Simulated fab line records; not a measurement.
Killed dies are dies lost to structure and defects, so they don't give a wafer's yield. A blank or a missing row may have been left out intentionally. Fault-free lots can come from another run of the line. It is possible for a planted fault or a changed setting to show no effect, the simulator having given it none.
fab line records    flow n5-finfet
[record] lots = 24  wafers = 72  last-day = 19
route steps=1938 shown BEOL_M5@1168 BEOL_M6@1252 BEOL_M7@1264
lots that met no fault: from a run of the same line without faults
start-h: hours from the record's opening day to when the first of the lot's shown wafers began    wait-h: hours from the lot's prior step to this one    " repeats the value in the row above    L1.1+2: several wafers, shown together as one row    - no value present, or no start provided    * or withheld: withheld    < > ~ a bound
route shown NAME@n: names a module that has steps shown in the file, with the first one's number in the route    usual: mean and standard deviation over wafers with no fault    same: alike in all rows    chamber/n: place in a boat    sites: per-site readings    _std_site: the standard deviation of these    _edge_site: inner sites' mean taken away from outer sites' mean    radius-mm: how far each site lies from the wafer's centre    mask NAME#n: copy n    behind: the tool/chamber that last shaped the wafer    hold: why the lot went on hold/how many hours it stayed there/how the hold came to an end    device: the transistor (n, p or np) that didn't switch    end of line: tests run on the same wafers once the route is complete    where a step has no rows: the recipe by itself    killed: dies that structure and defects cost at the first sort, which is not the same as the wafer's yield    map: shows each die of a wafer: x if killed, . if not, _ if none is there
set.NAME: the setting as run; set.NAME@STEP: as run at that earlier step    model.NAME: the simulator's own value behind a step, which no gauge read
the route's steps for a sample of lots (tables are steps, rows are wafers)
services: a tool's chamber out of use, with start hour (start-h, from the record's first day; less than 0 if before it), hours out, and reason
[[steps]]
[step N5_BEOL_M5_CD_MEAS_35]
[recipe] target-cd-nm = 28  target-cd-y-nm = 24  polarity = opening
[usual] cd-nm = 28.1/0.36
lot.wafer  tool       chamber  start-h  wait-h  cd-nm
L074.1     cd-sem-03  -        182.19   0.0     28.0
L074.2     "          -        "        "       28.1
L074.6     "          -        "        "       28.3
L075.2     cd-sem-01  -        194.82   0.0     28.1
L075.3     "          -        "        "       27.7
L075.5     "          -        "        "       28.1
L077.2     cd-sem-01  -        201.25   0.0     28.1
L077.3     "          -        "        "       27.4
L077.5     "          -        "        "       28.1
L076.3     cd-sem-02  -        201.65   0.0     28.1
L076.4     "          -        "        "       28.7
L076.5     "          -        "        "       28.4
L078.3     cd-sem-03  -        205.62   0.0     27.6
L078.4     "          -        "        "       27.7
L078.6     "          -        "        "       28.4
L079.1     cd-sem-03  -        209.00   0.0     28.4
L079.3     "          -        "        "       28.5
L079.4     "          -        "        "       28.3
L081.4     cd-sem-02  -        241.81   0.0     28.7
L081.5     "          -        "        "       28.3
L081.6     "          -        "        "       28.0
L082.1     cd-sem-03  -        241.92   0.0     28.4
L082.2     "          -        "        "       28.7
L082.4     "          -        "        "       27.8
L083.1     cd-sem-03  -        242.30   0.0     28.6
L083.4     "          -        "        "       28.5
L083.5     "          -        "        "       28.0
L080.3     cd-sem-02  -        248.05   0.0     28.0
L080.4     "          -        "        "       27.9
L080.5     "          -        "        "       28.5
L084.4     cd-sem-02  -        250.18   0.0     28.4
L084.5     "          -        "        "       28.2
L084.6     "          -        "        "       28.2
L085.1     cd-sem-03  -        250.75   0.0     28.2
L085.2     "          -        "        "       27.3
L085.6     "          -        "        "       27.7
L086.2     cd-sem-03  -        267.85   0.0     28.0
L086.3     "          -        "        "       28.4
L086.4     "          -        "        "       28.4
L090.1     cd-sem-03  -        271.18   0.0     28.5
L090.2     "          -        "        "       27.9
L090.4     "          -        "        "       27.7
L087.2     cd-sem-01  -        288.21   0.0     27.9
L087.3     "          -        "        "       28.4
L087.4     "          -        "        "       27.3
L088.1     cd-sem-02  -        294.32   0.0     28.4
L088.3     "          -        "        "       28.7
L088.5     "          -        "        "       28.5
L089.2     cd-sem-02  -        297.25   0.0     27.7
L089.4     "          -        "        "       27.7
L089.5     "          -        "        "       28.2
L091.2     cd-sem-01  -        297.45   0.0     28.0
L091.4     "          -        "        "       27.5
L091.5     "          -        "        "       27.7
L092.1     cd-sem-02  -        319.03   0.0     28.4
L092.2     "          -        "        "       28.1
L092.3     "          -        "        "       28.3
L094.2     cd-sem-01  -        334.51   0.0     27.7
L094.3     "          -        "        "       28.3
L094.4     "          -        "        "       27.8
L093.1     cd-sem-02  -        338.85   0.0     27.7
L093.2     "          -        "        "       28.1
L093.4     "          -        "        "       27.7
L097.2     cd-sem-03  -        339.03   0.0     27.6
L097.4     "          -        "        "       27.8
L097.6     "          -        "        "       28.2
L095.3     cd-sem-02  -        346.07   0.0     27.7
L095.4     "          -        "        "       27.7
L095.5     "          -        "        "       27.6
L096.2     cd-sem-02  -        349.68   0.0     28.0
L096.3     "          -        "        "       27.6
L096.5     "          -        "        "       27.6
[step N5_BEOL_M5_PRE_CLEAN_45]
[recipe] gas = H2/He  time-s = 30  temp-c = 250
[usual] heater-power-w = 338/16
lot.wafer  tool            chamber  start-h  wait-h  heater-power-w
L074.1     pvd-sputter-03  -        183.02   0.0     335
L074.2     "               -        "        "       355
L074.6     "               -        "        "       348
L075.2     pvd-sputter-02  -        196.12   0.0     317
L075.3     "               -        "        "       414
L075.5     "               -        "        "       316
L077.2     pvd-sputter-01  -        201.76   0.0     338
L077.3     "               -        "        "       334
L077.5     "               -        "        "       315
L076.3     pvd-sputter-03  -        203.00   0.0     336
L076.4     "               -        "        "       365
L076.5     "               -        "        "       325
L078.3     pvd-sputter-01  -        206.90   0.0     359
L078.4     "               -        "        "       315
L078.6     "               -        "        "       316
L079.1     pvd-sputter-03  -        209.67   0.0     325
L079.3     "               -        "        "       334
L079.4     "               -        "        "       362
L081.4     pvd-sputter-01  -        242.35   0.0     352
L081.5     "               -        "        "       336
L081.6     "               -        "        "       318
L082.1     pvd-sputter-01  -        243.09   0.0     341
L082.2     "               -        "        "       334
L082.4     "               -        "        "       356
L083.1     pvd-sputter-01  -        243.17   0.0     343
L083.4     "               -        "        "       334
L083.5     "               -        "        "       362
L080.3     pvd-sputter-01  -        248.79   0.0     345
L080.4     "               -        "        "       341
L080.5     "               -        "        "       337
L084.4     pvd-sputter-01  -        250.67   0.0     320
L084.5     "               -        "        "       339
L084.6     "               -        "        "       357
L085.1     pvd-sputter-01  -        251.41   0.0     349
L085.2     "               -        "        "       322
L085.6     "               -        "        "       340
L086.2     pvd-sputter-02  -        268.28   0.0     327
L086.3     "               -        "        "       331
L086.4     "               -        "        "       406
L090.1     pvd-sputter-01  -        271.71   0.0     340
L090.2     "               -        "        "       352
L090.4     "               -        "        "       313
L087.2     pvd-sputter-01  -        288.73   0.0     333
L087.3     "               -        "        "       321
L087.4     "               -        "        "       335
L088.1     pvd-sputter-03  -        294.72   0.0     332
L088.3     "               -        "        "       332
L088.5     "               -        "        "       336
L089.2     pvd-sputter-01  -        298.22   0.0     342
L089.4     "               -        "        "       342
L089.5     "               -        "        "       357
L091.2     pvd-sputter-01  -        298.30   0.0     333
L091.4     "               -        "        "       353
L091.5     "               -        "        "       334
L092.1     pvd-sputter-01  -        319.84   0.0     323
L092.2     "               -        "        "       350
L092.3     "               -        "        "       343
L094.2     pvd-sputter-03  -        335.23   0.0     320
L094.3     "               -        "        "       333
L094.4     "               -        "        "       335
L093.1     pvd-sputter-01  -        339.74   0.0     357
L093.2     "               -        "        "       334
L093.4     "               -        "        "       313
L097.2     pvd-sputter-02  -        339.75   0.0     319
L097.4     "               -        "        "       399
L097.6     "               -        "        "       330
L095.3     pvd-sputter-03  -        346.47   0.0     334
L095.4     "               -        "        "       341
L095.5     "               -        "        "       318
L096.2     pvd-sputter-03  -        350.17   0.0     325
L096.3     "               -        "        "       343
L096.5     "               -        "        "       340
[step N5_BEOL_M6_SURFACE_TREAT_79]
[recipe] gas = Ar  time-s = *  ion-energy-ev = *  ion-current-ma-cm2 = 0.5  pressure-mtorr = *  ar-flow-sccm = 30
[usual] throttle-valve-pct = *
lot.wafer  tool            chamber  start-h  wait-h  throttle-valve-pct
L074.1     pvd-sputter-02  -        195.96   0.5     *
L074.2     "               -        "        "       *
L074.6     "               -        "        "       *
L075.2     pvd-sputter-01  -        211.12   0.5     *
L075.3     "               -        "        "       *
L075.5     "               -        "        "       *
L077.2     pvd-sputter-02  -        213.15   0.2     *
L077.3     "               -        "        "       *
L077.5     "               -        "        "       *
L076.3     pvd-sputter-02  -        217.20   0.8     *
L076.4     "               -        "        "       *
L076.5     "               -        "        "       *
L078.3     pvd-sputter-03  -        218.84   0.2     *
L078.4     "               -        "        "       *
L078.6     "               -        "        "       *
L079.1     pvd-sputter-03  -        221.58   0.2     *
L079.3     "               -        "        "       *
L079.4     "               -        "        "       *
L082.1     pvd-sputter-01  -        256.20   0.2     *
L082.2     "               -        "        "       *
L082.4     "               -        "        "       *
L081.4     pvd-sputter-02  -        256.65   0.4     *
L081.5     "               -        "        "       *
L081.6     "               -        "        "       *
L083.1     pvd-sputter-01  -        259.00   0.2     *
L083.4     "               -        "        "       *
L083.5     "               -        "        "       *
L080.3     pvd-sputter-03  -        259.51   0.2     *
L080.4     "               -        "        "       *
L080.5     "               -        "        "       *
L084.4     pvd-sputter-02  -        263.74   0.2     *
L084.5     "               -        "        "       *
L084.6     "               -        "        "       *
L085.1     pvd-sputter-02  -        268.54   0.2     *
L085.2     "               -        "        "       *
L085.6     "               -        "        "       *
L086.2     pvd-sputter-02  -        279.02   0.2     *
L086.3     "               -        "        "       *
L086.4     "               -        "        "       *
L090.1     pvd-sputter-02  -        283.20   0.2     *
L090.2     "               -        "        "       *
L090.4     "               -        "        "       *
L087.2     pvd-sputter-01  -        306.03   0.3     *
L087.3     "               -        "        "       *
L087.4     "               -        "        "       *
L088.1     pvd-sputter-02  -        309.33   1.7     *
L088.3     "               -        "        "       *
L088.5     "               -        "        "       *
L089.2     pvd-sputter-01  -        312.24   1.9     *
L089.4     "               -        "        "       *
L089.5     "               -        "        "       *
L091.2     pvd-sputter-02  -        314.57   0.2     *
L091.4     "               -        "        "       *
L091.5     "               -        "        "       *
L092.1     pvd-sputter-01  -        333.64   0.4     *
L092.2     "               -        "        "       *
L092.3     "               -        "        "       *
L094.2     pvd-sputter-01  -        350.19   0.2     *
L094.3     "               -        "        "       *
L094.4     "               -        "        "       *
L097.2     pvd-sputter-03  -        350.87   0.4     *
L097.4     "               -        "        "       *
L097.6     "               -        "        "       *
L093.1     pvd-sputter-03  -        354.27   0.3     *
L093.2     "               -        "        "       *
L093.4     "               -        "        "       *
L095.3     pvd-sputter-03  -        362.00   0.4     *
L095.4     "               -        "        "       *
L095.5     "               -        "        "       *
L096.2     pvd-sputter-03  -        362.94   0.4     *
L096.3     "               -        "        "       *
L096.5     "               -        "        "       *
[step N5_BEOL_M7_CURE_74]
[recipe] temp-c = 385  time-s = 240  ambient = He/Ar  material = SiCOH_lowk
[usual] lamp-power-pct = 52.32/0.053  wafer_temp_C_max = 386.6/0.55
lot.wafer  tool        chamber  start-h  wait-h  lamp-power-pct  wafer_temp_C_max
L074.1     uv-cure-02  1        197.40   0.0     52.36           386.5
L074.2     "           1        "        "       52.28           386.5
L074.6     "           1        "        "       52.39           386.0
L075.2     uv-cure-03  2        213.25   0.4     52.34           386.3
L075.3     "           2        "        "       52.40           386.3
L075.5     "           2        "        "       52.35           386.5
L077.2     uv-cure-02  1        214.65   0.1     52.37           386.2
L077.3     "           1        "        "       52.39           385.9
L077.5     "           1        "        "       52.32           387.0
L076.3     uv-cure-03  0        219.62   0.7     52.34           386.0
L076.4     "           0        "        "       52.32           386.4
L076.5     "           0        "        "       52.34           386.4
L078.3     uv-cure-01  2        220.88   0.2     52.38           387.2
L078.4     "           2        "        "       52.33           387.0
L078.6     "           2        "        "       52.38           387.4
L079.1     uv-cure-02  0        222.91   0.1     52.36           386.3
L079.3     "           0        "        "       52.25           386.7
L079.4     "           0        "        "       52.33           386.4
L082.1     uv-cure-01  2        258.03   0.0     52.36           387.0
L082.2     "           2        "        "       52.33           386.4
L082.4     "           2        "        "       52.36           386.7
L081.4     uv-cure-03  2        258.72   0.5     52.24           386.2
L081.5     "           2        "        "       52.36           386.1
L081.6     "           2        "        "       52.28           386.1
L083.1     uv-cure-01  2        260.83   0.0     52.35           387.1
L083.4     "           2        "        "       52.35           387.5
L083.5     "           2        "        "       52.26           387.1
L080.3     uv-cure-02  0        262.90   0.2     52.31           386.4
L080.4     "           0        "        "       52.32           386.8
L080.5     "           0        "        "       52.32           386.4
L084.4     uv-cure-02  2        265.63   0.3     52.28           387.0
L084.5     "           2        "        "       52.47           387.6
L084.6     "           2        "        "       52.40           386.8
L085.1     uv-cure-02  2        269.88   0.0     52.25           387.0
L085.2     "           2        "        "       52.33           386.5
L085.6     "           2        "        "       52.33           386.9
L086.2     uv-cure-02  1        280.34   0.1     52.28           386.5
L086.3     "           1        "        "       52.24           386.3
L086.4     "           1        "        "       52.25           386.7
L090.1     uv-cure-01  0        285.24   0.0     52.31           386.8
L090.2     "           0        "        "       52.33           387.1
L090.4     "           0        "        "       52.26           386.8
L087.2     uv-cure-01  0        307.52   0.1     52.31           386.9
L087.3     "           0        "        "       52.28           388.0
L087.4     "           0        "        "       52.37           387.1
L088.1     uv-cure-01  1        311.01   0.0     52.38           386.5
L088.3     "           1        "        "       52.28           386.3
L088.5     "           1        "        "       52.28           385.5
L089.2     uv-cure-03  0        313.63   0.1     52.33           387.0
L089.4     "           0        "        "       52.31           386.1
L089.5     "           0        "        "       52.30           385.5
L091.2     uv-cure-02  0        316.06   0.1     52.25           386.2
L091.4     "           0        "        "       52.33           386.3
L091.5     "           0        "        "       52.24           385.8
L092.1     uv-cure-02  2        334.92   0.0     52.30           387.1
L092.2     "           2        "        "       52.29           387.0
L092.3     "           2        "        "       52.42           387.8
L094.2     uv-cure-02  0        351.55   0.1     52.37           386.9
L094.3     "           0        "        "       52.27           386.2
L094.4     "           0        "        "       52.33           386.4
L097.2     uv-cure-01  1        354.25   0.1     52.26           386.5
L097.4     "           1        "        "       52.33           386.7
L097.6     "           1        "        "       52.33           386.9
L093.1     uv-cure-01  1        355.80   0.0     52.37           386.1
L093.2     "           1        "        "       52.34           385.9
L093.4     "           1        "        "       52.37           385.8
L095.3     uv-cure-03  2        363.52   0.2     52.29           386.0
L095.4     "           2        "        "       52.26           385.5
L095.5     "           2        "        "       52.40           385.9
L096.2     uv-cure-03  1        364.39   0.1     52.23           387.1
L096.3     "           1        "        "       52.28           386.1
L096.5     "           1        "        "       52.37           386.4
[step N5_BEOL_M7_INSPECT_13]
[recipe] mode = adi  inspect-instrument = brightfield
[usual] raw-defect-count = 412/91
lot.wafer  tool               chamber  start-h  wait-h  raw-defect-count
L074.1     defect-inspect-01  -        198.97   0.0     382
L074.2     "                  -        "        "       441
L074.6     "                  -        "        "       452
L075.2     defect-inspect-02  -        216.83   0.0     353
L075.3     "                  -        "        "       307
L075.5     "                  -        "        "       349
L077.2     defect-inspect-02  -        217.00   0.0     464
L077.3     "                  -        "        "       591
L077.5     "                  -        "        "       403
L076.3     defect-inspect-02  -        221.92   0.0     357
L076.4     "                  -        "        "       321
L076.5     "                  -        "        "       368
L078.3     defect-inspect-01  -        222.29   0.0     458
L078.4     "                  -        "        "       435
L078.6     "                  -        "        "       413
L079.1     defect-inspect-02  -        225.23   0.0     401
L079.3     "                  -        "        "       497
L079.4     "                  -        "        "       395
L082.1     defect-inspect-01  -        259.26   0.0     283
L082.2     "                  -        "        "       304
L082.4     "                  -        "        "       384
L081.4     defect-inspect-01  -        259.97   0.0     517
L081.5     "                  -        "        "       384
L081.6     "                  -        "        "       404
L083.1     defect-inspect-01  -        263.46   0.0     593
L083.4     "                  -        "        "       491
L083.5     "                  -        "        "       730
L080.3     defect-inspect-01  -        264.35   0.0     548
L080.4     "                  -        "        "       402
L080.5     "                  -        "        "       600
L084.4     defect-inspect-02  -        267.73   0.0     411
L084.5     "                  -        "        "       374
L084.6     "                  -        "        "       386
L085.1     defect-inspect-02  -        271.06   0.0     396
L085.2     "                  -        "        "       370
L085.6     "                  -        "        "       331
L086.2     defect-inspect-01  -        282.26   0.0     456
L086.3     "                  -        "        "       329
L086.4     "                  -        "        "       381
L090.1     defect-inspect-02  -        288.03   0.0     442
L090.2     "                  -        "        "       482
L090.4     "                  -        "        "       457
L087.2     defect-inspect-01  -        310.13   0.0     345
L087.3     "                  -        "        "       403
L087.4     "                  -        "        "       403
L088.1     defect-inspect-02  -        313.60   0.0     357
L088.3     "                  -        "        "       362
L088.5     "                  -        "        "       543
L089.2     defect-inspect-01  -        315.17   0.0     428
L089.4     "                  -        "        "       624
L089.5     "                  -        "        "       598
L091.2     defect-inspect-02  -        318.73   0.0     336
L091.4     "                  -        "        "       339
L091.5     "                  -        "        "       345
L092.1     defect-inspect-01  -        336.96   0.0     411
L092.2     "                  -        "        "       451
L092.3     "                  -        "        "       559
L094.2     defect-inspect-01  -        353.91   0.0     382
L094.3     "                  -        "        "       314
L094.4     "                  -        "        "       314
L097.2     defect-inspect-01  -        357.35   0.0     350
L097.4     "                  -        "        "       594
L097.6     "                  -        "        "       428
L093.1     defect-inspect-02  -        357.92   0.0     473
L093.2     "                  -        "        "       431
L093.4     "                  -        "        "       550
L095.3     defect-inspect-01  -        366.39   0.0     270
L095.4     "                  -        "        "       305
L095.5     "                  -        "        "       395
L096.2     defect-inspect-02  -        367.16   0.0     277
L096.3     "                  -        "        "       364
L096.5     "                  -        "        "       282
[step N5_BEOL_M7_ETCH_61]
[recipe] chemistry = CF4  target = SiARC  target-depth-a = 455  mask-material = CAR-ArF  time-s = 75.8  ion-energy-ev = 80  pressure-mtorr = 40  source-w = 545  bias-w = 36  Ar_flow_sccm = 100  cf4-flow-sccm = 100  ends = cleared
[usual] cf4-flow-sccm = 99.99/0.29  drypump-motor-current-A = 6.0/0.48  etch-rf-on-time-s = 76.5/2.6  oes-product-au = 0.65/0.081  rf-vpp-V = 183.9/1.1  showerhead-plenum-p-Torr = 2.12/0.063  throttle-valve-pct = 15.66/0.26
lot.wafer  tool         chamber  start-h  wait-h  cf4-flow-sccm  drypump-motor-current-A  etch-rf-on-time-s  oes-product-au  rf-hours-counter-h  rf-vpp-V  showerhead-plenum-p-Torr  throttle-valve-pct
L074.1     rie-diel-02  3        199.09   0.0     100.42         6.6                      76.5               0.67            115                 184.0     2.06                      15.70
L074.2     "            2        "        "       100.07         5.9                      73.5               0.60            219                 184.0     2.11                      15.75
L074.6     "            2        "        "       100.23         5.9                      72.9               0.60            -                   184.0     2.11                      15.77
L075.2     rie-diel-02  1        216.92   0.0     99.87          5.7                      80.2               0.59            183                 184.6     2.21                      15.66
L075.3     "            3        "        "       100.11         6.5                      76.7               0.66            120                 183.4     2.05                      15.72
L075.5     "            2        "        "       100.27         5.8                      73.5               0.60            -                   184.5     2.11                      15.75
L077.2     rie-diel-02  2        217.25   0.0     99.60          5.9                      74.6               0.59            225                 183.9     2.11                      15.78
L077.3     "            0        "        "       100.25         6.5                      75.7               0.63            161                 184.1     2.13                      15.82
L077.5     "            2        "        "       100.17         5.8                      74.6               0.59            -                   183.5     2.11                      15.77
L076.3     rie-diel-05  1        222.54   0.0     99.76          5.7                      80.7               0.58            217                 183.5     2.04                      15.94
L076.4     "            3        "        "       100.66         5.2                      75.2               0.62            207                 183.8     2.14                      15.77
L076.5     "            0        "        "       99.21          6.0                      75.2               0.77            -                   185.3     2.19                      15.19
L078.3     rie-diel-05  2        222.80   0.0     100.15         6.7                      76.2               0.59            242                 184.3     2.12                      15.70
L078.4     "            3        "        "       99.90          5.2                      75.8               0.61            207                 183.8     2.14                      15.78
L078.6     "            1        "        "       99.82          5.7                      80.5               0.58            -                   183.6     2.04                      15.94
L079.1     rie-diel-05  3        225.30   0.0     100.13         5.2                      75.0               0.61            208                 182.5     2.14                      15.78
L079.3     "            1        "        "       100.15         5.7                      80.7               0.59            218                 182.3     2.04                      15.94
L079.4     "            2        "        "       99.76          6.8                      76.7               0.59            243                 182.8     2.12                      15.72
L082.1     rie-diel-05  0        259.33   0.0     100.31         5.9                      75.3               0.76            30                  185.5     2.19                      15.23
L082.2     "            3        "        "       99.49          5.2                      75.9               0.61            218                 184.0     2.14                      15.80
L082.4     "            3        "        "       99.71          5.2                      76.1               0.60            -                   183.4     2.14                      15.79
L081.4     rie-diel-06  2        260.03   0.0     100.00         6.7                      75.0               0.60            240                 182.2     2.04                      15.93
L081.5     "            2        "        "       100.12         6.7                      75.8               0.59            -                   182.6     2.04                      15.95
L081.6     "            3        "        "       100.09         5.6                      73.8               0.61            -                   184.3     2.22                      15.85
L083.1     rie-diel-05  0        263.56   0.0     99.89          6.0                      75.7               0.75            31                  185.2     2.19                      15.21
L083.4     "            1        "        "       99.83          5.7                      81.2               0.58            -                   183.4     2.04                      15.95
L083.5     "            3        "        "       99.62          5.2                      75.8               0.60            -                   183.6     2.14                      15.80
L080.3     rie-diel-05  3        264.41   0.0     100.30         5.2                      75.7               0.61            220                 183.4     2.13                      15.80
L080.4     "            1        "        "       99.55          5.7                      80.8               0.58            -                   183.5     2.04                      15.95
L080.5     "            0        "        "       99.71          6.0                      76.1               0.74            -                   185.6     2.19                      15.20
L084.4     rie-diel-05  3        268.36   0.0     100.16         5.2                      75.4               0.61            221                 183.9     2.13                      15.79
L084.5     "            3        "        "       99.70          5.2                      75.7               0.61            -                   183.3     2.13                      15.79
L084.6     "            2        "        "       99.62          6.7                      74.9               0.83            -                   182.6     2.12                      15.25
L085.1     rie-diel-02  1        271.17   0.0     99.72          5.7                      79.0               0.58            200                 184.9     2.20                      15.68
L085.2     "            0        "        "       100.14         6.5                      75.2               0.61            175                 184.2     2.12                      15.86
L085.6     "            3        "        "       100.23         6.5                      76.3               0.66            -                   183.4     2.05                      15.77
L086.2     rie-diel-05  0        282.37   0.0     100.01         6.0                      75.1               0.74            38                  185.0     2.18                      15.24
L086.3     "            2        "        "       99.88          6.7                      74.7               0.81            5                   183.4     2.12                      15.25
L086.4     "            1        "        "       99.56          5.7                      81.6               0.57            235                 182.6     2.04                      15.97
L090.1     rie-diel-05  0        288.14   0.0     100.26         5.9                      75.1               0.74            40                  183.8     2.18                      15.22
L090.2     "            1        "        "       100.15         5.7                      81.0               0.57            237                 182.6     2.04                      15.98
L090.4     "            2        "        "       99.66          6.7                      74.6               0.81            7                   183.8     2.12                      15.26
L087.2     rie-diel-06  3        310.20   0.0     100.07         5.6                      74.9               0.60            202                 187.7     2.22                      15.89
L087.3     "            1        "        "       99.88          5.8                      79.4               0.62            177                 182.6     2.05                      15.42
L087.4     "            1        "        "       100.41         5.8                      80.3               0.61            -                   182.5     2.05                      15.41
L088.1     rie-diel-02  0        313.76   0.0     99.87          6.5                      75.5               0.61            187                 183.5     2.12                      15.88
L088.3     "            1        "        "       99.84          5.7                      78.9               0.57            211                 185.0     2.20                      15.71
L088.5     "            0        "        "       99.75          6.5                      76.0               0.61            -                   183.6     2.12                      15.87
L089.2     rie-diel-02  3        315.26   0.0     99.97          6.6                      76.5               0.65            150                 183.1     2.04                      15.78
L089.4     "            0        "        "       100.05         6.6                      75.5               0.60            -                   185.5     2.12                      15.88
L089.5     "            1        "        "       100.10         5.7                      79.0               0.58            -                   185.8     2.20                      15.71
L091.2     rie-diel-02  3        318.97   0.0     99.93          6.5                      76.7               0.64            152                 181.8     2.04                      15.77
L091.4     "            3        "        "       100.10         6.5                      75.8               0.64            -                   182.9     2.04                      15.76
L091.5     "            1        "        "       99.92          5.7                      79.8               0.57            -                   186.1     2.20                      15.73
L092.1     rie-diel-05  3        337.03   0.0     99.77          5.2                      75.3               0.59            244                 183.1     2.13                      15.84
L092.2     "            2        "        "       100.49         6.7                      74.7               0.77            21                  182.4     2.11                      15.30
L092.3     "            0        "        "       100.30         5.9                      75.1               0.72            55                  184.2     2.18                      15.26
L094.2     rie-diel-05  3        353.98   0.0     100.13         5.2                      75.9               0.59            249                 183.3     2.13                      15.85
L094.3     "            0        "        "       100.04         5.9                      75.0               0.72            59                  184.8     2.18                      15.25
L094.4     "            2        "        "       100.41         6.7                      75.6               0.75            26                  183.8     2.11                      15.29
L097.2     rie-diel-02  2        357.46   0.0     100.98         5.8                      71.5               0.83            9                   183.6     2.10                      15.35
L097.4     "            0        "        "       99.97          6.5                      75.4               0.60            202                 183.0     2.11                      15.91
L097.6     "            3        "        "       99.75          6.5                      77.2               0.63            -                   183.7     2.04                      15.80
L093.1     rie-diel-06  0        357.99   0.0     100.24         6.5                      74.3               0.71            82                  182.9     2.18                      15.45
L093.2     "            1        "        "       100.25         5.8                      77.3               0.61            191                 182.4     2.04                      15.44
L093.4     "            2        "        "       99.99          6.7                      71.1               0.83            -                   186.5     2.29                      15.52
L095.3     rie-diel-02  1        366.46   0.0     100.19         5.7                      79.4               0.57            228                 185.6     2.20                      15.74
L095.4     "            2        "        "       99.36          5.9                      71.2               0.82            12                  184.0     2.10                      15.37
L095.5     "            1        "        "       99.87          5.7                      80.1               0.56            -                   182.6     2.20                      15.75
L096.2     rie-diel-02  2        367.23   0.0     100.15         5.9                      70.5               0.82            12                  183.4     2.10                      15.37
L096.3     "            1        "        "       99.49          5.7                      78.8               0.56            228                 184.8     2.20                      15.75
L096.5     "            2        "        "       100.00         5.8                      71.2               0.83            -                   183.8     2.10                      15.36
[[services]]
tool         chamber  start-h  hours  kind
uv-cure-02   -        172.94   2.8    pm
uv-cure-02   -        195.46   1.0    pm
rie-diel-05  1        198.10   1.3    repair
uv-cure-01   -        213.00   2.1    pm
rie-diel-06  3        216.58   5.0    repair
rie-diel-06  1        240.99   8.6    repair
rie-diel-05  2        250.56   -      clean
rie-diel-05  2        250.56   -      consumable-replace:focus-ring
rie-diel-05  2        250.56   17.4   scheduled-down
rie-diel-05  2        250.56   17.4   vent-cycle
uv-cure-03   -        270.70   6.0    pm
uv-cure-03   -        277.73   9.2    repair
rie-diel-02  2        299.96   -      clean
rie-diel-02  2        299.96   -      consumable-replace:focus-ring
rie-diel-02  2        299.96   22.6   scheduled-down
rie-diel-02  2        299.96   22.6   vent-cycle
rie-diel-06  1        319.92   6.7    repair
rie-diel-06  3        357.07   4.4    repair
rie-diel-05  3        357.31   -      clean
rie-diel-05  3        357.31   -      consumable-replace:focus-ring
rie-diel-05  3        357.31   14.6   scheduled-down
rie-diel-05  3        357.31   14.6   vent-cycle
uv-cure-02   -        358.39   5.2    repair
rie-diel-05  2        361.93   29.1   repair
[[key]]
fault none
